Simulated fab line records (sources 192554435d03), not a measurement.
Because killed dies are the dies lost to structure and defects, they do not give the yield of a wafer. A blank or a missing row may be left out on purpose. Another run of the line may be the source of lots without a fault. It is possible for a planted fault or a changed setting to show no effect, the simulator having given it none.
Chamber matching	flow n5 finfet	N5_BEOL_M1_ETCH_69 on rie diel-06 has 4 sister chambers
The step etches SiARC in CF4, target depth 15.6 nm, time 26 s. 4 wafers are shown with their chamber, then 7 later ones without.

EACH WAFER AND ITS CHAMBER
wafer	chamber	showerhead plenum p Torr (Torr)
L083.4	1	2.26
L086.4	2	2.11
L093.2	3	2.22
L093.4	0	2.04

WAFERS WHOSE CHAMBER IS MISSING
wafer	showerhead plenum p Torr (Torr)
L093.6	2.04
L094.2	2.25
L094.5	2.04
L094.6	2.22
L097.1	2.11
L097.4	2.04
L097.5	2.21

EACH ONE'S CHAMBER
wafer	from the rows above	in truth
L093.6	0	0
L094.2	1	1
L094.5	0	0
L094.6	3	3
L097.1	2	2
L097.4	0	0
L097.5	3	3
Correctly placed: 7 of 7. From these rows, 0 cannot be placed. 0 placed wrongly.
How it was worked out, from the rows above alone: a wafer's distance from a chamber is the root of the sum, over the readings, of the square of ((its reading less the chamber's mean) divided by the reading's scatter). If the next closest chamber is less than 2 further off than the closest, the wafer can't be placed; otherwise it belongs to the closest. A chamber's mean is the mean of its shown wafers. The scatter (one wafer shown for each chamber): square how far every hidden wafer sits from the nearest shown wafer, average those squares and take the square root.
